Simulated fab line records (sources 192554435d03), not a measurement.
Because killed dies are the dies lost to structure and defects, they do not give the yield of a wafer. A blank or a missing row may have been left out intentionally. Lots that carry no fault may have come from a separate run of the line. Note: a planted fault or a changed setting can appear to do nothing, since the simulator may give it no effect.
Which tool is to blame? | flow n5Finfet | 24 lots with 72 wafers sampled at 4 steps, on a route of 1938 steps

== WHAT EACH GAUGE READ, for each wafer ==
N5_BEOL_M0_CUTY_INSPECT_59: inspects for defects (macro).
lot  | measured     | on               | rawDefectCount
L074 | day 5 18:27  | defectInspect-01 | 1 4 2
L075 | day 5 23:18  | defectInspect-02 | 1 1 4
L076 | day 6 04:55  | defectInspect-02 | 3 3 1
L077 | day 6 11:49  | defectInspect-02 | 0 1 5
L078 | day 6 20:49  | defectInspect-02 | 3 3 5
L079 | day 7 01:12  | defectInspect-02 | 1 3 3
L080 | day 7 13:52  | defectInspect-02 | 2 4 1
L081 | day 7 14:13  | defectInspect-01 | 5 3 4
L082 | day 7 17:30  | defectInspect-01 | 2 1 2
L083 | day 7 22:15  | defectInspect-01 | 2 2 4
L084 | day 8 07:46  | defectInspect-01 | 0 1 0
L085 | day 8 16:11  | defectInspect-02 | 3 4 1
L086 | day 8 22:43  | defectInspect-02 | 2 2 1
L087 | day 9 02:47  | defectInspect-02 | 2 4 3
L088 | day 9 10:40  | defectInspect-02 | 3 1 3
L089 | day 9 15:46  | defectInspect-01 | 1 6 0
L090 | day 9 21:44  | defectInspect-02 | 0 5 5
L091 | day 10 02:40 | defectInspect-02 | 3 1 1
L092 | day 10 06:31 | defectInspect-02 | 0 0 1
L093 | day 10 12:13 | defectInspect-01 | 4 1 2
L094 | day 10 21:54 | defectInspect-02 | 3 1 2
L095 | day 11 01:05 | defectInspect-01 | 1 2 2
L096 | day 11 08:39 | defectInspect-01 | 3 2 0
L097 | day 11 12:44 | defectInspect-02 | 4 3 2

== WHICH TOOL RAN EACH LOT (tool, then ch and the chambers of the sampled wafers, then the start) ==
lot  | N5_BEOL_M0_SAQP_STRIP_86          | N5_BEOL_M0_SAQP_RECESS_104        | N5_BEOL_M0_SAQP_ETCH_49
L074 | rieDiel-05 ch 0,3, day 5 13:30    | vaporEtch-02 ch 0,1, day 5 15:13  | rieDiel-05 ch 1,2, day 5 18:02
L075 | rieDiel-05 ch 1,2,3, day 5 17:34  | vaporEtch-02 ch 0,1, day 5 19:10  | rieDiel-05 ch 0,2,3, day 5 22:45
L076 | rieDiel-04 ch 1,2,3, day 5 23:14  | vaporEtch-01 ch 0,1, day 6 00:41  | rieDiel-04 ch 1,2,3, day 6 04:22
L077 | rieDiel-01 ch 0,1,3, day 6 04:52  | vaporEtch-02 ch 0,1, day 6 06:25  | rieDiel-04 ch 1,2,3, day 6 11:23
L078 | rieDiel-01 ch 0,3, day 6 13:05    | vaporEtch-01 ch 0,1, day 6 16:14  | rieDiel-04 ch 0,1, day 6 20:24
L079 | rieDiel-05 ch 1,2, day 6 20:01    | vaporEtch-01 ch 0,1, day 6 21:55  | rieDiel-04 ch 1,3, day 7 00:39
L080 | rieDiel-05 ch 0,2,3, day 7 08:05  | vaporEtch-01 ch 0,1, day 7 09:50  | rieDiel-04 ch 1,3, day 7 13:19
L081 | rieDiel-04 ch 0,2,3, day 7 08:19  | vaporEtch-02 ch 0,1, day 7 10:30  | rieDiel-01 ch 0,1,3, day 7 13:40
L082 | rieDiel-04 ch 2,3, day 7 11:36    | vaporEtch-02 ch 0,1, day 7 14:13  | rieDiel-04 ch 0,3, day 7 17:05
L083 | rieDiel-05 ch 0,1, day 7 17:13    | vaporEtch-01 ch 0,1, day 7 18:40  | rieDiel-01 ch 0,2,3, day 7 21:42
L084 | rieDiel-04 ch 0,1,3, day 8 02:25  | vaporEtch-02 ch 0,1, day 8 04:27  | rieDiel-01 ch 1,3, day 8 07:11
L085 | rieDiel-04 ch 0,3, day 8 09:58    | vaporEtch-01 ch 1, day 8 12:44    | rieDiel-01 ch 1,3, day 8 15:39
L086 | rieDiel-01 ch 1,3, day 8 15:04    | vaporEtch-01 ch 0,1, day 8 16:34  | rieDiel-05 ch 0,2,3, day 8 22:10
L087 | rieDiel-01 ch 0,1,2, day 8 20:59  | vaporEtch-02 ch 0,1, day 8 23:04  | rieDiel-04 ch 0,1,2, day 9 02:15
L088 | rieDiel-01 ch 0,3, day 9 05:39    | vaporEtch-01 ch 0,1, day 9 07:08  | rieDiel-05 ch 0,2,3, day 9 10:05
L089 | rieDiel-05 ch 0,3, day 9 10:22    | vaporEtch-02 ch 0,1, day 9 12:20  | rieDiel-01 ch 1,2,3, day 9 15:13
L090 | rieDiel-01 ch 0,1,3, day 9 16:56  | vaporEtch-01 ch 1, day 9 18:26    | rieDiel-04 ch 0,1,3, day 9 21:11
L091 | rieDiel-05 ch 0,2,3, day 9 21:33  | vaporEtch-01 ch 0,1, day 9 23:00  | rieDiel-04 ch 0,2, day 10 02:07
L092 | rieDiel-05 ch 0,2, day 10 01:38   | vaporEtch-02 ch 0,1, day 10 03:05 | rieDiel-05 ch 0,2,3, day 10 05:58
L093 | rieDiel-04 ch 0,1,3, day 10 07:20 | vaporEtch-02 ch 0,1, day 10 08:53 | rieDiel-05 ch 0,1, day 10 11:48
L094 | rieDiel-01 ch 1,2,3, day 10 16:41 | vaporEtch-02 ch 0,1, day 10 18:19 | rieDiel-05 ch 1,2, day 10 21:22
L095 | rieDiel-04 ch 0,1,2, day 10 19:51 | vaporEtch-01 ch 0,1, day 10 21:26 | rieDiel-04 ch 2,3, day 11 00:32
L096 | rieDiel-01 ch 0,1,3, day 11 02:47 | vaporEtch-02 ch 0,1, day 11 04:13 | rieDiel-05 ch 0,2,3, day 11 08:07
L097 | rieDiel-01 ch 0,1,3, day 11 06:58 | vaporEtch-01 ch 0,1, day 11 09:07 | rieDiel-01 ch 0,1,3, day 11 12:11
- N5_BEOL_M0_SAQP_STRIP_86: strips in N2/H2.
- N5_BEOL_M0_SAQP_RECESS_104: chemistry HF/NH3, target SiO2, target depth 18 nm, afs cycles 3, sublimation time 60 s.
- N5_BEOL_M0_SAQP_ETCH_49: etches SiO2 in CF4/O2, target depth 37 nm.

== AS READ BY THE TOOLS THEMSELVES (means over the sampled wafers that have a number; for cases with no such wafer, the mark the record gives instead) ==
N5_BEOL_M0_SAQP_STRIP_86.
lot  | tool       | drypumpMotorCurrentA (A) | oesProductAu (a.u.) | rfVppV (V) | showerheadPlenumPTorr (Torr) | throttleValvePct (%)
L074 | rieDiel-05 | 5.9                      | 0.72                | 121.5      | 3.21                         | 18.8
L075 | rieDiel-05 | 5.6                      | 0.84                | 121.1      | 3.27                         | 18.7
L076 | rieDiel-04 | 5.8                      | 0.81                | 121.6      | 3.34                         | 18.7
L077 | rieDiel-01 | 5.5                      | 0.71                | 122.4      | 3.43                         | 19.2
L078 | rieDiel-01 | 5.3                      | 0.69                | 122.2      | 3.45                         | 19.1
L079 | rieDiel-05 | 5.6                      | 0.87                | 120.8      | 3.34                         | 18.6
L080 | rieDiel-05 | 5.8                      | 0.78                | 120.4      | 3.29                         | 18.8
L081 | rieDiel-04 | 5.9                      | 0.83                | 121.8      | 3.41                         | 19.1
L082 | rieDiel-04 | 5.5                      | 0.84                | 120.8      | 3.33                         | 19.0
L083 | rieDiel-05 | 5.9                      | 0.73                | 121.1      | 3.16                         | 18.9
L084 | rieDiel-04 | 6.2                      | 0.80                | 122.0      | 3.38                         | 18.9
L085 | rieDiel-04 | 6.2                      | 0.83                | 122.4      | 3.45                         | 19.3
L086 | rieDiel-01 | 5.5                      | 0.71                | 122.5      | 3.39                         | 19.3
L087 | rieDiel-01 | 5.5                      | 0.81                | 122.5      | 3.42                         | 19.3
L088 | rieDiel-01 | 5.4                      | 0.89                | 122.7      | 3.45                         | 18.8
L089 | rieDiel-05 | 5.9                      | 0.70                | 121.5      | 3.19                         | 18.9
L090 | rieDiel-01 | 5.5                      | 0.79                | 122.4      | 3.41                         | 19.1
L091 | rieDiel-05 | 5.8                      | 0.76                | 121.6      | 3.28                         | 18.8
L092 | rieDiel-05 | 5.9                      | 0.75                | 122.6      | 3.27                         | 18.8
L093 | rieDiel-04 | 6.2                      | 0.78                | 122.7      | 3.37                         | 19.0
L094 | rieDiel-01 | 5.5                      | 0.70                | 120.1      | 3.42                         | 19.3
L095 | rieDiel-04 | 6.2                      | 0.75                | 119.9      | 3.40                         | 18.8
L096 | rieDiel-01 | 5.5                      | 0.79                | 122.7      | 3.41                         | 19.1
L097 | rieDiel-01 | 5.5                      | 0.77                | 121.2      | 3.41                         | 19.1

N5_BEOL_M0_SAQP_RECESS_104.
lot  | tool         | drypumpMotorCurrentA (A)
L074 | vaporEtch-02 | 5.5
L075 | vaporEtch-02 | 5.5
L076 | vaporEtch-01 | 6.0
L077 | vaporEtch-02 | 5.6
L078 | vaporEtch-01 | 6.0
L079 | vaporEtch-01 | 6.0
L080 | vaporEtch-01 | 6.0
L081 | vaporEtch-02 | 5.5
L082 | vaporEtch-02 | 5.5
L083 | vaporEtch-01 | 5.6
L084 | vaporEtch-02 | 5.5
L085 | vaporEtch-01 | 6.4
L086 | vaporEtch-01 | 5.6
L087 | vaporEtch-02 | 5.5
L088 | vaporEtch-01 | 6.0
L089 | vaporEtch-02 | 5.5
L090 | vaporEtch-01 | 6.4
L091 | vaporEtch-01 | 6.0
L092 | vaporEtch-02 | 5.6
L093 | vaporEtch-02 | 5.5
L094 | vaporEtch-02 | 5.5
L095 | vaporEtch-01 | 6.0
L096 | vaporEtch-02 | 5.6
L097 | vaporEtch-01 | 5.6

N5_BEOL_M0_SAQP_ETCH_49.
lot  | tool       | drypumpMotorCurrentA (A) | oesProductAu (a.u.) | rfVppV (V) | showerheadPlenumPTorr (Torr) | throttleValvePct (%)
L074 | rieDiel-05 | 5.6                      | 0.90                | 236        | 2.19                         | 15.62
L075 | rieDiel-05 | 5.7                      | 0.79                | 242        | 2.17                         | 15.76
L076 | rieDiel-04 | 5.8                      | 0.80                | 238        | 2.19                         | 15.58
L077 | rieDiel-04 | 5.8                      | 0.80                | 238        | 2.19                         | 15.60
L078 | rieDiel-04 | 6.5                      | 0.80                | 241        | 2.28                         | 15.94
L079 | rieDiel-04 | 5.8                      | 0.83                | 237        | 2.16                         | 15.62
L080 | rieDiel-04 | 6.1                      | 0.77                | 237        | 2.18                         | 15.68
L081 | rieDiel-01 | 5.5                      | 0.70                | 245        | 2.25                         | 15.96
L082 | rieDiel-04 | 5.8                      | 0.86                | 237        | 2.21                         | 15.74
L083 | rieDiel-01 | 5.4                      | 0.70                | 245        | 2.27                         | 15.97
L084 | rieDiel-01 | 5.6                      | 0.71                | 243        | 2.22                         | 15.98
L085 | rieDiel-01 | 5.6                      | 0.71                | 244        | 2.22                         | 15.99
L086 | rieDiel-05 | 5.7                      | 0.77                | 242        | 2.16                         | 15.80
L087 | rieDiel-04 | 6.2                      | 0.76                | 241        | 2.24                         | 15.79
L088 | rieDiel-05 | 5.7                      | 0.76                | 243        | 2.16                         | 15.81
L089 | rieDiel-01 | 5.5                      | 0.70                | 244        | 2.24                         | 16.00
L090 | rieDiel-04 | 6.1                      | 0.80                | 238        | 2.22                         | 15.81
L091 | rieDiel-04 | 5.9                      | 0.76                | 242        | 2.25                         | 15.73
L092 | rieDiel-05 | 5.7                      | 0.76                | 242        | 2.16                         | 15.82
L093 | rieDiel-05 | 5.9                      | 0.72                | 243        | 2.08                         | 16.08
L094 | rieDiel-05 | 5.6                      | 0.84                | 235        | 2.18                         | 15.68
L095 | rieDiel-04 | 5.5                      | 0.82                | 238        | 2.16                         | 15.62
L096 | rieDiel-05 | 5.7                      | 0.75                | 242        | 2.15                         | 15.84
L097 | rieDiel-01 | 5.5                      | 0.78                | 244        | 2.24                         | 15.85

== THE ANSWER, worked out from the rows above alone ==
Rule: the usual values come from the lots themselves. Put in order of their means at a reading, lots are off if they are a third of the lots or fewer, leave a main group of 4 or more, and stand apart from it by a gap of 3 or more times the standard deviation of the main group's means; of several such gaps the widest counts. A main group whose means are all the same, to the digits that the tables above print for the reading, isn't used. A lot without any number at a reading at which 4 lots or more have one is off too. Any other lot the step has rows for is counted as sound. First the gauges in route order, then the tools' own readings, where a lot's mean is used as printed above. The first step at which some lot is off is used, and at that step the reading that is off furthest; a lot without a number counts as furthest.
Nothing can be told from this: no lot is off at any reading shown.

== WHAT WAS PUT IN BY THE SIMULATOR ==
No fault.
